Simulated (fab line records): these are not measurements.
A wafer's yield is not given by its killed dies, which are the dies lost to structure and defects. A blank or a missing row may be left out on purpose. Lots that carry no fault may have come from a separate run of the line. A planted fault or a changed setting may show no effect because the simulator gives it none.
Chamber matching :: flow n5_finfet :: N5_BEOL_M1_STRIP_19 on rie_diel-01 has 4 sister chambers
The step strips in O2. 30 wafers are shown with their chamber, then 12 later ones without.

EACH WAFER AND ITS CHAMBER
wafer: L076.2
chamber: 3
drypump_motor_current_A (A): 6.1
throttle_valve_pct (%): 17.22
showerhead_plenum_p_Torr (Torr): 2.02

wafer: L076.5
chamber: 2
drypump_motor_current_A (A): 6.0
throttle_valve_pct (%): 16.45
showerhead_plenum_p_Torr (Torr): 2.19

wafer: L076.6
chamber: 3
drypump_motor_current_A (A): 6.1
throttle_valve_pct (%): 17.23
showerhead_plenum_p_Torr (Torr): 2.02

wafer: L077.1
chamber: 3
drypump_motor_current_A (A): 6.0
throttle_valve_pct (%): 17.26
showerhead_plenum_p_Torr (Torr): 2.01

wafer: L077.4
chamber: 0
drypump_motor_current_A (A): 6.4
throttle_valve_pct (%): 16.58
showerhead_plenum_p_Torr (Torr): 2.10

wafer: L077.6
chamber: 0
drypump_motor_current_A (A): 6.4
throttle_valve_pct (%): 16.57
showerhead_plenum_p_Torr (Torr): 2.11

wafer: L080.3
chamber: 0
drypump_motor_current_A (A): 6.4
throttle_valve_pct (%): 16.60
showerhead_plenum_p_Torr (Torr): 2.10

wafer: L080.4
chamber: 2
drypump_motor_current_A (A): 6.1
throttle_valve_pct (%): 16.47
showerhead_plenum_p_Torr (Torr): 2.19

wafer: L080.5
chamber: 0
drypump_motor_current_A (A): 6.4
throttle_valve_pct (%): 16.59
showerhead_plenum_p_Torr (Torr): 2.10

wafer: L081.1
chamber: 3
drypump_motor_current_A (A): 6.0
throttle_valve_pct (%): 17.25
showerhead_plenum_p_Torr (Torr): 2.01

wafer: L081.5
chamber: 3
drypump_motor_current_A (A): 6.1
throttle_valve_pct (%): 17.27
showerhead_plenum_p_Torr (Torr): 2.01

wafer: L081.6
chamber: 2
drypump_motor_current_A (A): 6.1
throttle_valve_pct (%): 16.47
showerhead_plenum_p_Torr (Torr): 2.19

wafer: L082.1
chamber: 0
drypump_motor_current_A (A): 6.4
throttle_valve_pct (%): 16.59
showerhead_plenum_p_Torr (Torr): 2.10

wafer: L082.5
chamber: 0
drypump_motor_current_A (A): 6.4
throttle_valve_pct (%): 16.59
showerhead_plenum_p_Torr (Torr): 2.10

wafer: L082.6
chamber: 1
drypump_motor_current_A (A): 5.3
throttle_valve_pct (%): 16.71
showerhead_plenum_p_Torr (Torr): 1.98

wafer: L083.2
chamber: 0
drypump_motor_current_A (A): 6.4
throttle_valve_pct (%): 16.60
showerhead_plenum_p_Torr (Torr): 2.10

wafer: L083.3
chamber: 2
drypump_motor_current_A (A): 6.1
throttle_valve_pct (%): 16.48
showerhead_plenum_p_Torr (Torr): 2.18

wafer: L083.4
chamber: 1
drypump_motor_current_A (A): 5.3
throttle_valve_pct (%): 16.71
showerhead_plenum_p_Torr (Torr): 1.98

wafer: L084.1
chamber: 0
drypump_motor_current_A (A): 6.4
throttle_valve_pct (%): 16.60
showerhead_plenum_p_Torr (Torr): 2.10

wafer: L084.2
chamber: 2
drypump_motor_current_A (A): 6.1
throttle_valve_pct (%): 16.48
showerhead_plenum_p_Torr (Torr): 2.18

wafer: L084.3
chamber: 3
drypump_motor_current_A (A): 6.0
throttle_valve_pct (%): 17.27
showerhead_plenum_p_Torr (Torr): 2.01

wafer: L089.1
chamber: 3
drypump_motor_current_A (A): 6.1
throttle_valve_pct (%): 17.29
showerhead_plenum_p_Torr (Torr): 2.00

wafer: L089.4
chamber: 2
drypump_motor_current_A (A): 6.1
throttle_valve_pct (%): 16.50
showerhead_plenum_p_Torr (Torr): 2.18

wafer: L089.6
chamber: 2
drypump_motor_current_A (A): 6.1
throttle_valve_pct (%): 16.50
showerhead_plenum_p_Torr (Torr): 2.18

wafer: L090.1
chamber: 3
drypump_motor_current_A (A): 6.1
throttle_valve_pct (%): 17.30
showerhead_plenum_p_Torr (Torr): 2.00

wafer: L090.2
chamber: 2
drypump_motor_current_A (A): 6.1
throttle_valve_pct (%): 16.51
showerhead_plenum_p_Torr (Torr): 2.18

wafer: L090.3
chamber: 0
drypump_motor_current_A (A): 6.4
throttle_valve_pct (%): 16.62
showerhead_plenum_p_Torr (Torr): 2.10

wafer: L091.1
chamber: 1
drypump_motor_current_A (A): 5.3
throttle_valve_pct (%): 16.72
showerhead_plenum_p_Torr (Torr): 1.97

wafer: L091.3
chamber: 0
drypump_motor_current_A (A): 6.4
throttle_valve_pct (%): 16.63
showerhead_plenum_p_Torr (Torr): 2.09

wafer: L091.6
chamber: 2
drypump_motor_current_A (A): 6.1
throttle_valve_pct (%): 16.52
showerhead_plenum_p_Torr (Torr): 2.18

SIGNATURES, as means of the wafers listed above
reading: drypump_motor_current_A
chamber 0: 6.400
chamber 1: 5.300
chamber 2: 6.089
chamber 3: 6.062
scatter within a chamber: 0.0326

reading: throttle_valve_pct
chamber 0: 16.5970
chamber 1: 16.7133
chamber 2: 16.4867
chamber 3: 17.2613
scatter within a chamber: 0.0216

reading: showerhead_plenum_p_Torr
chamber 0: 2.1000
chamber 1: 1.9767
chamber 2: 2.1833
chamber 3: 2.0100
scatter within a chamber: 0.00577
Rule: a wafer's distance from a chamber is the root of the sum, over the readings, of the square of ((its reading less the chamber's mean) divided by the reading's scatter). If the next closest chamber is less than 2 further off than the closest, the wafer can't be placed; otherwise it belongs to the closest. The scatter is the square root of a quotient: the sum, over the shown wafers, of each reading's squared deviation from its chamber's mean, divided by wafers minus chambers.

WAFERS WITH NO CHAMBER GIVEN
wafer: L094.1
drypump_motor_current_A (A): 5.3
throttle_valve_pct (%): 16.73
showerhead_plenum_p_Torr (Torr): 1.97

wafer: L094.2
drypump_motor_current_A (A): 6.4
throttle_valve_pct (%): 16.64
showerhead_plenum_p_Torr (Torr): 2.09

wafer: L094.5
drypump_motor_current_A (A): 5.3
throttle_valve_pct (%): 16.73
showerhead_plenum_p_Torr (Torr): 1.97

wafer: L093.3
drypump_motor_current_A (A): 6.1
throttle_valve_pct (%): 16.54
showerhead_plenum_p_Torr (Torr): 2.18

wafer: L093.4
drypump_motor_current_A (A): 6.4
throttle_valve_pct (%): 16.65
showerhead_plenum_p_Torr (Torr): 2.09

wafer: L093.5
drypump_motor_current_A (A): 6.1
throttle_valve_pct (%): 17.30
showerhead_plenum_p_Torr (Torr): 2.00

wafer: L096.1
drypump_motor_current_A (A): 6.4
throttle_valve_pct (%): 16.64
showerhead_plenum_p_Torr (Torr): 2.09

wafer: L096.2
drypump_motor_current_A (A): 6.1
throttle_valve_pct (%): 17.30
showerhead_plenum_p_Torr (Torr): 2.00

wafer: L096.6
drypump_motor_current_A (A): 6.4
throttle_valve_pct (%): 16.65
showerhead_plenum_p_Torr (Torr): 2.09

wafer: L095.1
drypump_motor_current_A (A): 6.4
throttle_valve_pct (%): 16.63
showerhead_plenum_p_Torr (Torr): 2.09

wafer: L095.2
drypump_motor_current_A (A): 6.1
throttle_valve_pct (%): 16.52
showerhead_plenum_p_Torr (Torr): 2.18

wafer: L095.5
drypump_motor_current_A (A): 5.3
throttle_valve_pct (%): 16.75
showerhead_plenum_p_Torr (Torr): 1.97

WHICH CHAMBER EACH WENT THROUGH
wafer: L094.1
from the rows above: 1
in truth: 1

wafer: L094.2
from the rows above: 0
in truth: 0

wafer: L094.5
from the rows above: 1
in truth: 1

wafer: L093.3
from the rows above: 2
in truth: 2

wafer: L093.4
from the rows above: 0
in truth: 0

wafer: L093.5
from the rows above: 3
in truth: 3

wafer: L096.1
from the rows above: 0
in truth: 0

wafer: L096.2
from the rows above: 3
in truth: 3

wafer: L096.6
from the rows above: 0
in truth: 0

wafer: L095.1
from the rows above: 0
in truth: 0

wafer: L095.2
from the rows above: 2
in truth: 2

wafer: L095.5
from the rows above: 1
in truth: 1
Placed correctly: 12 of 12. Number that these rows cannot place: 0. Placed wrongly: 0.
